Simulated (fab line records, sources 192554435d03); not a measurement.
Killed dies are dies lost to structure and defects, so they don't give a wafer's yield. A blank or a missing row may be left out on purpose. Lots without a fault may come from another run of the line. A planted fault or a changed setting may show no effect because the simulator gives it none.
Problem report in the 8D (eight disciplines) form, filled by code | flow n5_finfet | the parts of the form that need people (team, actions taken, sign-off) are left out

1. THE PROBLEM
M1_OVL at N5_BEOL_M1_OVL_MEAS_12 reads a mean of 11.4 nm on 3 wafers of 1 lot; wafers without a fault read -0.6 nm with a standard deviation of 0.57. That is +21 standard deviations from the usual mean.
First seen on wafer L250.1, day 8 16:26, on overlay-02. The record holds 25 wafers of 9 lots with a number at this step. Rule for "out", or "out of limits": more than 4 standard deviations from the usual mean. The other wafers with a number count as sound.

2. WHAT IT IS AND WHAT IT IS NOT
question                    | is                     | is not
which readings at this step | M1_OVL                 | -
which lots                  | L250                   | L240, L241, L242, L251, L253, L256, L258, L260
which wafers of those lots  | all that have a number | -
read on which gauges        | overlay-02             | -
when                        | from day 8 16:26       | up to then (8 sound wafers); but 14 sound wafers of L251, L253, L256, L258, L260 came after

3. SUSPECTS, AND WHAT RULES EACH OUT
Counting: a tool at a process step up to the reading stays a suspect if it ran every lot that is out and no sound lot after the first of them.
- the gauge at N5_BEOL_M1_OVL_MEAS_12: ruled out. All the wafers that are out were read on overlay-02, but those of them that N5_PASSIVATION_PROBE_49 has rows for are out there too, on other tools.
- pvd_sputter-01 at N5_BEOL_M0_SPUTTER_132 (material Cu, target thk 4 nm, time 7.37 s): ruled out as a lasting fault. Sound lots L251 ran on it after its first lot that is out, L250 (day 8 12:41).
- pecvd-03 at N5_BEOL_M1_PECVD_72 (deposits SiO2 from TEOS/O2, target thk 16 nm, time 18 s): ruled out as a lasting fault. Sound lots L251, L256 ran on it after its first lot that is out, L250 (day 8 14:14).
- euv_scanner-02 at N5_BEOL_M1_EXPOSE_08 (exposes mask M1): kept. It ran the lot that is out, L250 (day 8 16:16), and no sound lot after that; its last sound lot up to then is L242 (day 6 14:17).
Left after counting: euv_scanner-02 at N5_BEOL_M1_EXPOSE_08.

4. THE CAUSE (what the simulator had put in)
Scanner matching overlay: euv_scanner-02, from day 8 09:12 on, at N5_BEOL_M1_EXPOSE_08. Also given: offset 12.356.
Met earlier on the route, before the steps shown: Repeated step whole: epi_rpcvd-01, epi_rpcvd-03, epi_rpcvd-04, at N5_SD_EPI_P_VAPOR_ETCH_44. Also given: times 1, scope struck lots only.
Counting left only this tool.

5. THE CHAIN OF EFFECTS, in route order
Each row: a reading whose mean over the struck wafers that have a number lies more than 3 standard deviations from the usual. Only readings for which the record gives a usual standard deviation are gone through. hours: the time from each lot's start at the first step in this table that gives one to its start at this step, as a median over the lots. sigmas: the change in usual standard deviations.
hours | step                    | reading              | usual   | on struck wafers | change | sigmas
0     | N5_BEOL_M1_OVL_MEAS_12  | M1_OVL               | -0.6 nm | 11.4             | +12.0  | +21
149   | N5_PASSIVATION_PROBE_49 | defect_limited_yield | 91.1 %  | 0.0              | -91.1  | -65
149   | N5_PASSIVATION_PROBE_49 | killed_at_M0_to_M3   | 36      | 1119             | +1083  | +99 or more
149   | N5_PASSIVATION_PROBE_49 | killed_dies          | 105     | 1180             | +1075  | +63
149   | N5_PASSIVATION_PROBE_49 | killed_on_rim        | 15      | 152              | +137   | +35
149   | N5_PASSIVATION_PROBE_49 | sort_bin_5_function  | 5.3 %   | 50.6             | +45.3  | +45
149   | N5_PASSIVATION_PROBE_49 | sort_n_pass          | 1075    | 0                | -1075  | -63
149   | N5_PASSIVATION_PROBE_49 | sort_yield_pct       | 91.1 %  | 0.0              | -91.1  | -65
The process steps in it:
- N5_PASSIVATION_PROBE_49
Readings that are blank on the struck wafers while sound wafers have them: CJ_P at N5_BEOL_M4_RC_MEAS_101; DIBL_P at N5_BEOL_M4_RC_MEAS_101; EOT_P at N5_BEOL_M4_RC_MEAS_101; IGATE_P at N5_BEOL_M4_RC_MEAS_101; IOFF_P at N5_BEOL_M4_RC_MEAS_101; IOFF_P_85C at N5_BEOL_M4_RC_MEAS_101; IOFF_P_LIN at N5_BEOL_M4_RC_MEAS_101; IOFF_P_LONG at N5_BEOL_M4_RC_MEAS_101; and 9 more.
Later measuring or inspecting steps at which every struck wafer that the step has a row for has a number for every such reading, and none has moved that far: N5_BEOL_M1_CD_MEAS_18.

6. WHAT WOULD HAVE CAUGHT IT SOONER
In this record the first reading out of limits at a measuring or inspecting step was taken at day 8 16:26, 7 hours after the fault began at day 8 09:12.
All the lots that are out (1) had begun N5_BEOL_M1_EXPOSE_08 on euv_scanner-02 by day 8 16:26. A hold on the tool at that time would have spared none of them.
